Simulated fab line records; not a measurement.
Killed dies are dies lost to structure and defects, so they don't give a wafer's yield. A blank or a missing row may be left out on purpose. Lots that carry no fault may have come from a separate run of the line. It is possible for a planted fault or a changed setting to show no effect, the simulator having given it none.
Code-filled problem report in 8D (eight disciplines) form | flow n5-finfet | the parts of the form that need people (team, actions taken, sign-off) are left out

## 1. WHAT WENT WRONG
cd-nm at N5_HKMG_FIN_CD_MEAS_49 reads a mean of 187.5 nm on 2 wafers of 2 lots; wafers without a fault read 201.8 nm with a standard deviation of 0.63. That is -23 standard deviations from the usual mean.
The step: target cd 202 nm.
Seen first at day 8 08:53 on cd-sem-03, wafer L875.5. Wafers with a number at this step in the record: 36, from 14 lots. By rule, "out" or "out of limits" means more than 4 standard deviations away from the usual mean. The other wafers with a number count as sound.

## 2. WHAT IT IS, WHAT IT ISN'T
question                    | is                   | is not
which readings at this step | cd-nm                | -
which lots                  | L875, L876           | L859, L860, L862, L863, L864, L865, L866, L867, L868, L870, L871, L872
which wafers of those lots  | L875.5, L876.3       | L875.1, L876.6
read on which gauges        | cd-sem-01, cd-sem-03 | cd-sem-02
when                        | from day 8 08:53     | up to then (33 sound wafers); but 1 sound wafer of L876 came after

## 3. WHAT RULES OUT EACH SUSPECT
Counting: a tool at a process step up to the reading stays a suspect if it ran every lot that is out. Sound lots after the first of them don't rule it out here, since some wafers of a struck lot are sound.
- ruled out: the gauge at N5_HKMG_FIN_CD_MEAS_49. The wafers that are out were read on 2 gauges (cd-sem-01, cd-sem-03).
- litho-track-04 at N5_HKMG_FIN_PEB_47 (peb time 60 s): kept. Ran every lot that is out, first one L875 (day 8 08:49); last sound lot up to then L871 (day 7 08:03).
Remaining after the count: litho-track-04 at N5_HKMG_FIN_PEB_47.

## 4. THE CAUSE (what the simulator had put in)
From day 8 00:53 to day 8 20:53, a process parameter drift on litho-track-04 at N5_HKMG_FIN_PEB_47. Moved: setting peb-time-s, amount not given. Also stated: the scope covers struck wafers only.
After counting, this tool was the only one left.

## 5. SEQUENCE OF EFFECTS, ordered by route
Each row: a reading where the mean over the struck wafers with a number is more than 3 standard deviations away from the usual. Only readings for which the record gives a usual standard deviation are gone through. hours: the time from each lot's start at the first step in this table that gives one to its start at this step, as a median over the lots. sigmas: the change in usual standard deviations.
hours | step                   | reading | usual    | on struck wafers | change | sigmas
0     | N5_HKMG_FIN_CD_MEAS_49 | cd-nm   | 201.8 nm | 187.5            | -14.3  | -23

## 6. HOW IT WOULD HAVE BEEN CAUGHT EARLIER
8 hours passed between the start of the fault at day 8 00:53 and the first reading out of limits at a measuring or inspecting step in this record, taken at day 8 08:53.
An alarm limit of 4 standard deviations would not have fired on the tool readings at N5_HKMG_FIN_PEB_47 for which the record gives a usual standard deviation, since none of them was out on any struck wafer.
Among the 2 lots that are out, L876 began N5_HKMG_FIN_PEB_47 on litho-track-04 after day 8 08:53. Putting the tool on hold at that point would have spared it.
